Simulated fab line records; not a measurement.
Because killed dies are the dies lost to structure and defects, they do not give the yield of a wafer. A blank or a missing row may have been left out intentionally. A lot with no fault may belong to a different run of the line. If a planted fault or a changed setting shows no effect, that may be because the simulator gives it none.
fab line records    flow n5Finfet
[record] lots = 24  wafers = 72  lastDay = 17
route steps=1938 shown BEOL_M4@1071
lots with no fault: from the same line, run without faults
startH: hours from the record's opening day to when the first of the lot's shown wafers began    waitH: hours elapsed since this lot's preceding step    " repeats the value in the row above    L1.1+2: several wafers, shown together as one row    - either no value or no given start    * or withheld: withheld    < > ~ a bound
route shown NAME@n: a module of which the file shows steps, and the number in the route of the first    usual: mean/standard deviation taken from wafers without a fault    same: alike in all rows    chamber/n: place in a boat    sites: per-site readings    _std_site: standard deviation of those values    _edge_site: inner sites' mean taken away from outer sites' mean    radiusMm: for every site, how far away it sits from the centre of the wafer    mask NAME#n: copy n    behind: tool/chamber where the wafer was last shaped    hold: why the lot was held/for how many hours/how that ended    device: the n, p or np transistor that did not switch    end of line: the tests these same wafers got at the end of their route    a step without rows: its recipe alone    killed: count of dies lost to structure and defects at first sort (not the wafer's yield)    map: dies across one wafer; x = killed, . = not, _ = none there
set.NAME: setting as actually run; set.NAME@STEP: the setting as run at that earlier step    model.NAME: the simulator's own value behind a step, which no gauge read
route steps across a sampled set of lots; one table per step, one row per wafer
services: from which hour (startH, from the record's first day; less than 0 if before it) a tool's chamber was out of use, for how many hours, and why
[[steps]]
[step N5_BEOL_M4_ETCH_41]
[recipe] chemistry = CH3F/O2  target = SiCN  targetDepthA = 299  taperDeg = 2  timeS = 52.5  ionEnergyEv = 120  maskMaterial = TiN  pressureMtorr = 30  sourceW = 395  biasW = 75  Ar_flow_sccm = 150  CH3F_flow_sccm = 30  O2_flow_sccm = 20
[usual] drypumpMotorCurrentA = 5.6/0.52  oesProductAu = 0.78/0.085  rfFwdPowerW = 390.9/1.7  rfVppV = 296.8/1.7  showerheadPlenumPTorr = 1.97/0.072  throttleValvePct = 16.41/0.23
lot.wafer  tool        chamber  startH  waitH  drypumpMotorCurrentA  oesProductAu  rfFwdPowerW  rfHoursCounterH  rfVppV  showerheadPlenumPTorr  throttleValvePct
L074.1     rieDiel-05  2        -       -      6.5                   0.80          386.7        122              297.5   1.99                   16.14
L074.2     "           1        "       "      6.1                   0.74          388.0        192              296.0   1.88                   16.54
L074.4     "           3        "       "      5.4                   0.77          394.0        161              297.3   2.00                   16.37
L075.1     rieDiel-05  1        -       -      6.1                   0.73          389.6        196              295.3   1.88                   16.56
L075.3     "           0        "       "      5.8                   0.73          389.6        180              296.5   1.98                   16.61
L075.4     "           2        "       "      6.5                   0.80          388.2        126              298.2   1.99                   16.17
L076.2     rieDiel-06  3        -       -      5.1                   0.92          393.1        14               296.5   1.96                   16.11
L076.3     "           0        "       "      6.4                   0.67          391.9        243              296.1   1.98                   16.52
L076.5     "           0        "       "      6.4                   0.68          392.7        -                296.9   1.98                   16.51
L077.2     rieDiel-06  3        -       -      5.1                   0.92          391.5        17               296.6   1.96                   16.10
L077.5     "           0        "       "      6.5                   0.67          392.4        -                296.2   1.98                   16.52
L077.6     "           3        "       "      5.1                   0.92          392.1        -                297.4   1.96                   16.10
L079.1     rieDiel-04  3        -       -      4.9                   0.72          391.3        166              295.3   1.92                   16.61
L079.3     "           1        "       "      5.8                   0.86          389.9        52               298.1   2.04                   16.52
L079.4     "           2        "       "      4.9                   0.70          391.0        -                298.9   2.07                   16.49
L081.1     rieDiel-06  0        -       -      6.5                   0.68          392.2        248              296.3   1.98                   16.52
L081.5     "           3        "       "      5.1                   0.91          391.2        -                296.7   1.96                   16.12
L081.6     "           0        "       "      6.4                   0.67          390.3        -                298.6   1.98                   16.52
L080.3     rieDiel-06  0        -       -      6.4                   0.67          390.7        248              297.5   1.98                   16.52
L080.4     "           1        "       "      5.6                   0.73          392.4        190              294.0   1.83                   16.58
L080.5     "           1        "       "      5.6                   0.72          392.1        -                293.8   1.83                   16.57
L078.1     rieDiel-05  0        -       -      5.7                   0.73          392.0        190              295.8   1.98                   16.63
L078.5     "           2        "       "      6.5                   0.80          388.8        -                297.3   1.99                   16.19
L078.6     "           3        "       "      5.4                   0.77          392.3        -                296.9   2.00                   16.39
L082.3     rieDiel-05  3        -       -      5.4                   0.76          391.5        174              297.6   2.00                   16.41
L082.4     "           1        "       "      6.1                   0.72          388.2        207              295.4   1.88                   16.57
L082.6     "           3        "       "      5.4                   0.76          390.8        -                297.4   2.00                   16.40
L083.2     rieDiel-06  3        -       -      5.1                   0.90          391.4        25               295.6   1.96                   16.12
L083.4     "           2        "       "      5.6                   0.89          392.3        -                299.3   2.02                   16.01
L083.5     "           3        "       "      5.1                   0.91          391.9        -                295.8   1.96                   16.13
L084.2     rieDiel-06  0        -       -      6.4                   1.00          391.8        1                296.4   1.98                   16.07
L084.5     "           0        "       "      6.4                   1.01          393.5        -                296.7   1.98                   16.07
L084.6     "           1        "       "      5.6                   0.73          390.4        -                293.2   1.83                   16.59
L085.2     rieDiel-06  2        -       -      5.6                   0.89          390.2        43               298.1   2.02                   16.01
L085.3     "           0        "       "      6.4                   0.96          392.1        6                297.4   1.97                   16.07
L085.4     "           1        "       "      5.6                   0.71          392.4        203              293.5   1.83                   16.62
L087.4     rieDiel-05  0        -       -      5.8                   0.71          390.1        205              297.9   1.97                   16.65
L087.5     "           3        "       "      5.4                   0.74          392.4        -                297.5   1.99                   16.42
L087.6     "           2        "       "      6.5                   0.77          389.9        -                298.0   1.98                   16.23
L086.1     rieDiel-04  0        -       -      6.0                   0.74          390.8        158              299.8   2.09                   16.49
L086.3     "           1        "       "      5.8                   0.83          388.1        71               299.5   2.03                   16.57
L086.4     "           3        "       "      4.9                   0.71          389.4        183              296.5   1.91                   16.62
L089.1     rieDiel-04  3        -       -      4.9                   0.71          391.3        185              294.9   1.91                   16.63
L089.3     "           2        "       "      4.9                   0.68          391.9        231              298.9   2.06                   16.52
L089.4     "           0        "       "      6.0                   0.72          390.1        160              299.4   2.08                   16.51
L091.2     rieDiel-04  1        -       -      5.8                   0.82          388.6        75               298.0   2.03                   16.57
L091.3     "           0        "       "      6.1                   0.73          391.2        162              299.3   2.08                   16.50
L091.5     "           3        "       "      4.8                   0.70          390.3        -                295.1   1.91                   16.65
L088.3     rieDiel-06  3        -       -      5.1                   0.87          391.0        39               297.1   1.95                   16.16
L088.5     "           2        "       "      5.6                   0.88          390.9        -                299.0   2.02                   16.03
L088.6     "           3        "       "      5.1                   0.87          390.5        -                296.5   1.95                   16.14
L090.1     rieDiel-04  0        -       -      6.0                   0.73          392.2        163              299.3   2.08                   16.52
L090.4     "           3        "       "      4.9                   0.71          390.8        188              295.5   1.91                   16.65
L090.6     "           2        "       "      4.9                   0.68          391.0        -                298.8   2.06                   16.54
L093.3     rieDiel-04  3        -       -      4.9                   0.70          389.8        192              295.5   1.91                   16.65
L093.4     "           2        "       "      4.8                   0.68          393.2        238              297.9   2.06                   16.55
L093.5     "           0        "       "      6.0                   0.72          390.6        -                298.3   2.08                   16.52
L092.4     rieDiel-06  2        -       -      5.6                   0.86          393.1        55               297.6   2.01                   16.03
L092.5     "           1        "       "      5.6                   0.71          391.2        -                293.0   1.82                   16.64
L092.6     "           2        "       "      5.6                   0.86          392.0        -                298.1   2.01                   16.06
L094.1     rieDiel-04  1        -       -      5.8                   0.82          389.2        88               297.1   2.03                   16.59
L094.4     "           0        "       "      6.0                   0.72          392.3        173              299.9   2.08                   16.53
L094.6     "           1        "       "      5.8                   0.82          389.4        -                298.4   2.03                   16.59
L095.1     rieDiel-05  3        -       -      5.4                   0.74          393.6        213              298.0   1.98                   16.47
L095.3     "           1        "       "      6.1                   0.71          389.3        240              294.5   1.87                   16.63
L095.4     "           2        "       "      6.5                   0.76          388.0        177              296.6   1.98                   16.26
L096.1     rieDiel-06  3        -       -      5.1                   0.85          390.7        56               297.1   1.95                   16.18
L096.3     "           1        "       "      5.6                   0.71          392.9        228              294.4   1.82                   16.66
L096.5     "           3        "       "      5.1                   0.84          392.7        -                296.5   1.95                   16.19
L097.3     rieDiel-05  2        -       -      6.5                   0.76          387.2        178              296.1   1.98                   16.28
L097.4     "           0        "       "      5.7                   0.71          388.9        230              297.0   1.96                   16.70
L097.6     "           2        "       "      6.5                   0.76          387.8        -                296.6   1.97                   16.29
[step N5_BEOL_M4_ANNEAL_80]
[recipe] tempC = 400  timeS = 240  ambient = vacuum
[usual] heaterPowerW = 872/61  susceptor_temp_C_max = 400.9/0.31
lot.wafer  tool           chamber  startH  waitH  heaterPowerW  susceptor_temp_C_max
L074.1     pvdSputter-03  -        164.39  0.0    824           400.8
L074.2     "              -        "       "      879           400.8
L074.4     "              -        "       "      821           400.6
L075.1     pvdSputter-03  -        174.04  0.0    858           400.9
L075.3     "              -        "       "      848           400.5
L075.4     "              -        "       "      983           401.2
L076.2     pvdSputter-03  -        182.25  0.0    816           401.0
L076.3     "              -        "       "      1011          400.9
L076.5     "              -        "       "      883           400.6
L077.2     pvdSputter-03  -        194.32  0.0    860           400.8
L077.5     "              -        "       "      977           400.6
L077.6     "              -        "       "      828           400.6
L081.1     pvdSputter-02  -        200.42  0.0    915           401.0
L081.5     "              -        "       "      935           401.1
L081.6     "              -        "       "      839           400.7
L079.1     pvdSputter-01  -        200.48  0.0    904           401.0
L079.3     "              -        "       "      818           401.2
L079.4     "              -        "       "      854           400.3
L080.3     pvdSputter-03  -        201.08  0.0    1011          400.8
L080.4     "              -        "       "      861           400.4
L080.5     "              -        "       "      819           401.4
L078.1     pvdSputter-02  -        202.30  0.0    856           401.1
L078.5     "              -        "       "      884           401.1
L078.6     "              -        "       "      902           401.0
L082.3     pvdSputter-01  -        202.62  0.0    867           400.5
L082.4     "              -        "       "      823           401.0
L082.6     "              -        "       "      803           401.3
L083.2     pvdSputter-01  -        217.69  0.0    865           400.4
L083.4     "              -        "       "      882           400.7
L083.5     "              -        "       "      811           401.3
L084.2     pvdSputter-03  -        223.05  0.0    846           400.9
L084.5     "              -        "       "      871           400.6
L084.6     "              -        "       "      822           401.2
L085.2     pvdSputter-01  -        241.88  0.0    814           401.5
L085.3     "              -        "       "      810           400.7
L085.4     "              -        "       "      851           400.5
L087.4     pvdSputter-02  -        242.10  0.0    865           400.8
L087.5     "              -        "       "      917           401.2
L087.6     "              -        "       "      862           400.9
L086.1     pvdSputter-03  -        250.50  0.0    809           400.3
L086.3     "              -        "       "      876           400.5
L086.4     "              -        "       "      813           400.8
L089.1     pvdSputter-03  -        253.60  0.0    997           400.7
L089.3     "              -        "       "      858           400.6
L089.4     "              -        "       "      820           400.5
L091.2     pvdSputter-02  -        258.42  0.0    975           400.2
L091.3     "              -        "       "      894           400.8
L091.5     "              -        "       "      852           401.2
L088.3     pvdSputter-01  -        258.71  0.0    812           401.1
L088.5     "              -        "       "      811           401.2
L088.6     "              -        "       "      903           400.9
L090.1     pvdSputter-02  -        261.76  0.0    828           400.7
L090.4     "              -        "       "      903           401.3
L090.6     "              -        "       "      879           401.1
L093.3     pvdSputter-03  -        272.91  0.0    853           400.2
L093.4     "              -        "       "      820           401.1
L093.5     "              -        "       "      999           401.1
L092.4     pvdSputter-03  -        284.25  0.0    869           400.6
L092.5     "              -        "       "      1020          400.5
L092.6     "              -        "       "      822           400.9
L094.1     pvdSputter-03  -        293.25  0.0    868           400.8
L094.4     "              -        "       "      804           400.4
L094.6     "              -        "       "      836           400.8
L096.1     pvdSputter-01  -        307.40  0.0    854           400.7
L096.3     "              -        "       "      810           401.1
L096.5     "              -        "       "      801           400.6
L095.1     pvdSputter-02  -        307.53  0.0    951           400.7
L095.3     "              -        "       "      873           401.0
L095.4     "              -        "       "      857           400.9
L097.3     pvdSputter-03  -        310.90  0.0    815           400.5
L097.4     "              -        "       "      973           401.0
L097.6     "              -        "       "      811           400.8
[step N5_BEOL_M4_ANNEAL_89]
[recipe] tempC = 400  timeS = 240  ambient = vacuum
[usual] heaterPowerW = 872/61  susceptor_temp_C_max = 400.8/0.34
lot.wafer  tool           chamber  startH  waitH  heaterPowerW  susceptor_temp_C_max
L074.1     pvdSputter-03  -        165.05  0.0    857           400.6
L074.2     "              -        "       "      870           400.5
L074.4     "              -        "       "      803           401.0
L075.1     pvdSputter-03  -        174.70  0.0    821           401.1
L075.3     "              -        "       "      871           400.5
L075.4     "              -        "       "      1001          400.4
L076.2     pvdSputter-03  -        182.91  0.0    815           400.9
L076.3     "              -        "       "      991           400.4
L076.5     "              -        "       "      851           400.5
L077.2     pvdSputter-03  -        194.98  0.0    858           400.5
L077.5     "              -        "       "      996           400.8
L077.6     "              -        "       "      848           400.7
L081.1     pvdSputter-02  -        201.08  0.0    907           401.5
L081.5     "              -        "       "      933           400.7
L081.6     "              -        "       "      856           401.1
L079.1     pvdSputter-01  -        201.14  0.0    912           401.3
L079.3     "              -        "       "      802           401.1
L079.4     "              -        "       "      848           400.5
L080.3     pvdSputter-03  -        201.74  0.0    1009          400.8
L080.4     "              -        "       "      860           400.8
L080.5     "              -        "       "      823           400.9
L078.1     pvdSputter-02  -        202.96  0.0    843           400.9
L078.5     "              -        "       "      863           400.8
L078.6     "              -        "       "      890           401.0
L082.3     pvdSputter-01  -        203.28  0.0    855           400.9
L082.4     "              -        "       "      842           401.5
L082.6     "              -        "       "      820           400.7
L083.2     pvdSputter-01  -        218.35  0.0    863           400.7
L083.4     "              -        "       "      894           400.7
L083.5     "              -        "       "      800           401.1
L084.2     pvdSputter-03  -        223.71  0.0    823           400.9
L084.5     "              -        "       "      839           400.8
L084.6     "              -        "       "      825           401.0
L085.2     pvdSputter-01  -        242.54  0.0    814           401.3
L085.3     "              -        "       "      804           400.8
L085.4     "              -        "       "      842           400.6
L087.4     pvdSputter-02  -        242.76  0.0    841           400.9
L087.5     "              -        "       "      924           400.8
L087.6     "              -        "       "      845           400.6
L086.1     pvdSputter-03  -        251.16  0.0    836           400.6
L086.3     "              -        "       "      857           400.5
L086.4     "              -        "       "      834           401.6
L089.1     pvdSputter-03  -        254.26  0.0    992           401.0
L089.3     "              -        "       "      862           400.3
L089.4     "              -        "       "      820           400.4
L091.2     pvdSputter-02  -        259.08  0.0    947           400.8
L091.3     "              -        "       "      892           400.7
L091.5     "              -        "       "      863           401.2
L088.3     pvdSputter-01  -        259.37  0.0    804           400.7
L088.5     "              -        "       "      796           400.8
L088.6     "              -        "       "      903           400.6
L090.1     pvdSputter-02  -        262.42  0.0    845           401.2
L090.4     "              -        "       "      892           401.5
L090.6     "              -        "       "      885           401.6
L093.3     pvdSputter-03  -        273.57  0.0    870           400.7
L093.4     "              -        "       "      802           400.8
L093.5     "              -        "       "      981           401.2
L092.4     pvdSputter-03  -        284.91  0.0    872           400.6
L092.5     "              -        "       "      1005          400.6
L092.6     "              -        "       "      819           400.8
L094.1     pvdSputter-03  -        293.91  0.0    855           400.4
L094.4     "              -        "       "      810           401.3
L094.6     "              -        "       "      813           401.2
L096.1     pvdSputter-01  -        308.06  0.0    846           400.9
L096.3     "              -        "       "      807           400.8
L096.5     "              -        "       "      822           401.2
L095.1     pvdSputter-02  -        308.19  0.0    935           401.2
L095.3     "              -        "       "      873           400.6
L095.4     "              -        "       "      840           400.6
L097.3     pvdSputter-03  -        311.56  0.0    838           401.0
L097.4     "              -        "       "      983           401.0
L097.6     "              -        "       "      824           401.1
[step N5_BEOL_M4_ANNEAL_95]
[recipe] tempC = 400  timeS = 240  ambient = vacuum
[usual] heaterPowerW = 874/64  susceptor_temp_C_max = 400.9/0.31
lot.wafer  tool           chamber  startH  waitH  heaterPowerW  susceptor_temp_C_max
L074.1     pvdSputter-03  -        165.71  0.0    845           401.1
L074.2     "              -        "       "      855           400.3
L074.4     "              -        "       "      820           400.9
L075.1     pvdSputter-03  -        175.36  0.0    858           400.8
L075.3     "              -        "       "      860           401.0
L075.4     "              -        "       "      1031          400.5
L076.2     pvdSputter-03  -        183.57  0.0    811           401.0
L076.3     "              -        "       "      1014          400.3
L076.5     "              -        "       "      875           400.5
L077.2     pvdSputter-03  -        195.64  0.0    856           400.7
L077.5     "              -        "       "      997           400.9
L077.6     "              -        "       "      833           400.9
L081.1     pvdSputter-02  -        201.74  0.0    878           400.9
L081.5     "              -        "       "      905           401.1
L081.6     "              -        "       "      832           401.2
L079.1     pvdSputter-01  -        201.80  0.0    881           401.3
L079.3     "              -        "       "      823           401.4
L079.4     "              -        "       "      862           400.4
L080.3     pvdSputter-03  -        202.40  0.0    1028          400.8
L080.4     "              -        "       "      863           400.7
L080.5     "              -        "       "      843           400.6
L078.1     pvdSputter-02  -        203.62  0.0    885           401.1
L078.5     "              -        "       "      884           400.5
L078.6     "              -        "       "      876           401.0
L082.3     pvdSputter-01  -        203.94  0.0    852           400.7
L082.4     "              -        "       "      813           401.6
L082.6     "              -        "       "      812           401.3
L083.2     pvdSputter-01  -        219.01  0.0    869           400.8
L083.4     "              -        "       "      897           401.2
L083.5     "              -        "       "      818           400.9
L084.2     pvdSputter-03  -        224.37  0.0    811           401.2
L084.5     "              -        "       "      859           400.9
L084.6     "              -        "       "      827           401.3
L085.2     pvdSputter-01  -        243.20  0.0    817           401.0
L085.3     "              -        "       "      806           401.6
L085.4     "              -        "       "      841           400.2
L087.4     pvdSputter-02  -        243.42  0.0    873           401.7
L087.5     "              -        "       "      943           400.6
L087.6     "              -        "       "      839           400.7
L086.1     pvdSputter-03  -        251.82  0.0    836           400.9
L086.3     "              -        "       "      837           400.7
L086.4     "              -        "       "      847           400.9
L089.1     pvdSputter-03  -        254.92  0.0    987           400.6
L089.3     "              -        "       "      868           400.7
L089.4     "              -        "       "      828           400.7
L091.2     pvdSputter-02  -        259.74  0.0    943           400.7
L091.3     "              -        "       "      887           400.6
L091.5     "              -        "       "      849           401.4
L088.3     pvdSputter-01  -        260.03  0.0    792           400.9
L088.5     "              -        "       "      811           400.6
L088.6     "              -        "       "      907           401.5
L090.1     pvdSputter-02  -        263.08  0.0    865           400.5
L090.4     "              -        "       "      892           401.2
L090.6     "              -        "       "      873           401.3
L093.3     pvdSputter-03  -        274.23  0.0    859           400.3
L093.4     "              -        "       "      798           400.6
L093.5     "              -        "       "      1002          400.7
L092.4     pvdSputter-03  -        285.57  0.0    862           400.9
L092.5     "              -        "       "      989           400.7
L092.6     "              -        "       "      832           400.9
L094.1     pvdSputter-03  -        294.57  0.0    837           400.8
L094.4     "              -        "       "      798           401.2
L094.6     "              -        "       "      811           401.3
L096.1     pvdSputter-01  -        308.72  0.0    847           400.4
L096.3     "              -        "       "      810           401.2
L096.5     "              -        "       "      808           401.4
L095.1     pvdSputter-02  -        308.85  0.0    951           400.9
L095.3     "              -        "       "      865           400.3
L095.4     "              -        "       "      855           400.9
L097.3     pvdSputter-03  -        312.22  0.0    838           401.2
L097.4     "              -        "       "      1004          400.5
L097.6     "              -        "       "      809           401.3
[step N5_BEOL_M4_CMP_52]
[recipe] stopOn = SiOC  tOverpolishS = 6.8  downForcePsi = 1  platenRpm = 50  clearingPlatenDownForcePsi = 1.5  clearingPlatenRpm = 50  postCmpClean = cuAlkaline  targetThkNm = 40  clearingPlatenPadVelocityMS = 0.99484  padVelocityMS = 0.99484
[usual] barrierFieldEndpointS = 24.8/0.67  headPressurePsi = 1.0000/0.0023  motorCurrentA = 6.2/0.47  overpolishRunS = 6.800/0.0098  timeToEndpointS = 63/3.2
lot.wafer  tool    chamber  startH  waitH  barrierFieldEndpointS  headPressurePsi  motorCurrentA  overpolishRunS  timeToEndpointS
L074.4     cmp-01  0        166.38  0.2    24.8                   1.0056           5.6            6.810           63
L074.1     "       1        "       "      24.6                   1.0006           6.3            6.806           64
L074.2     "       2        "       "      24.8                   1.0015           6.7            6.776           65
L075.3     cmp-01  1        176.00  0.2    23.8                   1.0001           6.4            6.799           63
L075.1     "       2        "       "      24.5                   0.9961           6.9            6.805           67
L075.4     "       3        "       "      23.5                   0.9969           6.0            6.797           59
L076.3     cmp-04  3        184.22  0.2    23.8                   1.0028           6.2            6.809           63
L076.2     "       0        "       "      23.3                   0.9992           5.7            6.793           58
L076.5     "       3        "       "      24.7                   0.9999           6.0            6.803           64
L077.2     cmp-01  1        196.38  0.3    24.7                   0.9987           6.4            6.793           63
L077.6     "       2        "       "      25.7                   1.0007           6.6            6.793           67
L077.5     "       3        "       "      24.6                   0.9990           5.5            6.815           57
L081.1     cmp-01  0        202.45  0.3    24.2                   0.9989           5.9            6.793           61
L081.5     "       2        "       "      26.2                   0.9980           7.0            6.809           66
L081.6     "       3        "       "      24.3                   0.9992           5.7            6.785           59
L079.4     cmp-04  3        202.45  0.1    24.8                   0.9978           6.1            6.790           63
L079.1     "       0        "       "      24.2                   1.0031           5.7            6.806           60
L079.3     "       1        "       "      24.5                   0.9977           6.3            6.806           65
L080.3     cmp-03  1        203.07  0.2    25.3                   0.9977           6.0            6.819           64
L080.4     "       3        "       "      25.7                   1.0008           6.4            6.806           64
L080.5     "       1        "       "      25.1                   1.0028           6.0            6.778           64
L078.1     cmp-03  3        204.29  0.3    25.1                   0.9978           7.0            6.803           62
L078.6     "       2        "       "      24.7                   1.0022           6.3            6.778           60
L078.5     "       3        "       "      24.5                   1.0004           6.3            6.797           62
L082.3     cmp-03  1        204.58  0.2    24.2                   1.0011           5.9            6.813           64
L082.4     "       2        "       "      24.1                   0.9985           6.6            6.789           62
L082.6     "       2        "       "      24.7                   1.0002           6.6            6.807           58
L083.2     cmp-01  3        219.88  0.2    24.4                   0.9967           5.8            6.787           62
L083.4     "       0        "       "      24.7                   1.0030           5.5            6.786           63
L083.5     "       2        "       "      25.5                   0.9997           6.8            6.808           67
L084.2     cmp-04  2        225.12  0.3    24.9                   1.0000           6.2            6.804           68
L084.5     "       3        "       "      25.7                   0.9973           6.3            6.813           70
L084.6     "       0        "       "      24.0                   1.0044           5.8            6.801           60
L085.4     cmp-01  1        243.83  0.1    26.1                   1.0001           5.8            6.800           70
L085.3     "       2        "       "      26.1                   1.0012           6.5            6.808           69
L085.2     "       0        "       "      25.1                   0.9973           5.5            6.792           66
L087.4     cmp-04  3        244.21  0.2    24.4                   1.0009           6.3            6.807           65
L087.5     "       0        "       "      23.8                   1.0012           5.5            6.792           60
L087.6     "       1        "       "      24.4                   0.9981           6.3            6.804           63
L086.1     cmp-01  3        252.45  0.3    24.9                   1.0047           5.8            6.794           64
L086.3     "       1        "       "      25.8                   1.0005           6.4            6.800           67
L086.4     "       2        "       "      25.9                   1.0021           7.0            6.818           70
L089.3     cmp-03  2        255.59  0.2    25.6                   0.9978           6.3            6.804           69
L089.1     "       3        "       "      25.3                   0.9973           6.9            6.803           68
L089.4     "       0        "       "      25.2                   0.9993           5.6            6.784           66
L091.2     cmp-03  0        260.45  0.3    25.1                   0.9943           5.8            6.808           63
L091.3     "       1        "       "      25.0                   0.9990           6.2            6.807           66
L091.5     "       3        "       "      25.5                   0.9980           6.8            6.793           67
L088.3     cmp-03  3        260.66  0.2    25.4                   1.0008           7.0            6.800           65
L088.6     "       3        "       "      25.5                   1.0025           6.6            6.794           64
L088.5     "       0        "       "      26.4                   0.9997           5.9            6.812           63
L090.4     cmp-04  0        263.75  0.2    23.8                   1.0003           5.6            6.796           56
L090.1     "       1        "       "      25.1                   0.9984           6.2            6.797           63
L090.6     "       0        "       "      24.1                   1.0064           5.4            6.791           57
L093.3     cmp-01  0        275.14  0.3    24.6                   1.0003           5.4            6.805           61
L093.4     "       3        "       "      24.5                   1.0019           5.3            6.787           60
L093.5     "       1        "       "      24.1                   1.0014           6.5            6.792           63
L092.4     cmp-01  0        286.32  0.2    24.3                   1.0015           5.3            6.795           61
L092.6     "       1        "       "      24.7                   0.9990           6.3            6.802           61
L092.5     "       2        "       "      25.0                   1.0039           6.7            6.798           64
L094.4     cmp-01  3        295.24  0.2    23.7                   0.9998           5.6            6.791           54
L094.1     "       1        "       "      24.5                   0.9973           6.1            6.810           58
L094.6     "       2        "       "      25.0                   1.0006           6.9            6.787           63
L096.1     cmp-03  0        309.49  0.4    24.6                   1.0000           5.7            6.802           61
L096.3     "       1        "       "      24.8                   1.0027           6.5            6.800           60
L096.5     "       2        "       "      24.8                   0.9991           6.5            6.799           65
L095.4     cmp-01  1        309.51  0.1    24.5                   1.0018           6.4            6.790           63
L095.3     "       2        "       "      24.7                   0.9963           6.5            6.812           67
L095.1     "       3        "       "      24.2                   1.0021           5.7            6.810           63
L097.3     cmp-03  1        312.88  0.2    24.6                   0.9975           6.1            6.800           63
L097.4     "       0        "       "      25.0                   1.0017           5.8            6.798           61
L097.6     "       1        "       "      24.4                   1.0012           6.2            6.781           62
[step N5_BEOL_M4_THK_MEAS_53]
[recipe] thkMeasGauge = xrf  reads = Cu_of_BEOL_M4_ECD_50
[usual] M4_THK = 40.8/1.7
lot.wafer  tool          chamber  startH  waitH  M4_THK[nm]
L074.1     filmMetro-02  -        166.64  -      39.5
L074.2     "             -        "       "      39.3
L074.4     "             -        "       "      40.3
L075.1     filmMetro-01  -        176.29  -      42.3
L075.3     "             -        "       "      40.0
L075.4     "             -        "       "      40.5
L076.2     filmMetro-01  -        184.51  -      39.7
L076.3     "             -        "       "      40.6
L076.5     "             -        "       "      40.6
L077.2     filmMetro-02  -        196.57  -      43.9
L077.5     "             -        "       "      40.0
L077.6     "             -        "       "      42.3
L081.1     filmMetro-02  -        202.67  -      38.0
L081.5     "             -        "       "      42.7
L081.6     "             -        "       "      37.5
L079.1     filmMetro-01  -        202.75  -      39.0
L079.3     "             -        "       "      40.4
L079.4     "             -        "       "      38.4
L080.3     filmMetro-02  -        203.33  -      38.3
L080.4     "             -        "       "      39.7
L080.5     "             -        "       "      39.2
L078.1     filmMetro-01  -        204.55  -      38.2
L078.5     "             -        "       "      40.4
L078.6     "             -        "       "      41.8
L082.3     filmMetro-02  -        204.87  -      41.6
L082.4     "             -        "       "      40.8
L082.6     "             -        "       "      41.9
L083.2     filmMetro-02  -        220.14  -      39.1
L083.4     "             -        "       "      39.6
L083.5     "             -        "       "      41.3
L084.2     filmMetro-02  -        225.30  -      38.9
L084.5     "             -        "       "      39.9
L084.6     "             -        "       "      38.8
L085.2     filmMetro-02  -        244.12  -      42.8
L085.3     "             -        "       "      41.9
L085.4     "             -        "       "      41.8
L087.4     filmMetro-01  -        244.40  -      39.2
L087.5     "             -        "       "      40.2
L087.6     "             -        "       "      41.3
L086.1     filmMetro-01  -        252.75  -      40.1
L086.3     "             -        "       "      42.3
L086.4     "             -        "       "      43.8
L089.1     filmMetro-01  -        255.85  -      41.8
L089.3     "             -        "       "      40.2
L089.4     "             -        "       "      40.9
L091.2     filmMetro-01  -        260.67  -      41.3
L091.3     "             -        "       "      42.3
L091.5     "             -        "       "      42.2
L088.3     filmMetro-01  -        260.96  -      43.2
L088.5     "             -        "       "      42.3
L088.6     "             -        "       "      43.1
L090.1     filmMetro-02  -        264.01  -      40.0
L090.4     "             -        "       "      40.7
L090.6     "             -        "       "      38.2
L093.3     filmMetro-02  -        275.43  -      42.1
L093.4     "             -        "       "      38.1
L093.5     "             -        "       "      41.0
L092.4     filmMetro-01  -        286.50  -      44.6
L092.5     "             -        "       "      45.2
L092.6     "             -        "       "      43.4
L094.1     filmMetro-02  -        295.50  -      39.5
L094.4     "             -        "       "      36.5
L094.6     "             -        "       "      40.2
L096.1     filmMetro-01  -        309.71  -      42.5
L096.3     "             -        "       "      41.3
L096.5     "             -        "       "      42.7
L095.1     filmMetro-02  -        309.80  -      40.8
L095.3     "             -        "       "      42.2
L095.4     "             -        "       "      40.0
L097.3     filmMetro-01  -        313.18  -      40.5
L097.4     "             -        "       "      39.2
L097.6     "             -        "       "      40.6
[[services]]
tool           chamber  startH  hours  kind
cmp-03         -        157.44  0.8    repair
rieDiel-04     0        167.03  32.6   repair
cmp-04         -        168.52  7.0    pm
cmp-03         -        178.16  0.6    repair
rieDiel-04     3        191.39  5.6    repair
cmp-03         -        192.81  6.1    repair
cmp-04         -        202.78  8.0    repair
rieDiel-06     0        204.57  -      clean
rieDiel-06     0        204.57  -      consumableReplace:focusRing
rieDiel-06     0        204.57  14.5   scheduledDown
rieDiel-06     0        204.57  14.5   ventCycle
cmp-01         -        208.03  0.7    repair
rieDiel-05     -        219.24  0.6    repair
rieDiel-06     -        226.50  4.3    pm
pvdSputter-02  -        238.19  1.5    repair
rieDiel-06     2        244.62  10.0   repair
rieDiel-05     1        249.20  16.5   repair
rieDiel-04     3        277.18  5.2    repair
cmp-04         -        278.18  1.3    repair
pvdSputter-02  -        285.64  5.0    repair
cmp-01         -        290.30  4.0    pm
cmp-01         -        294.30  -      consumableReplace:conditioner
cmp-01         -        294.30  -      consumableReplace:pad
cmp-04         -        306.26  4.0    pm
[[key]]
fault none
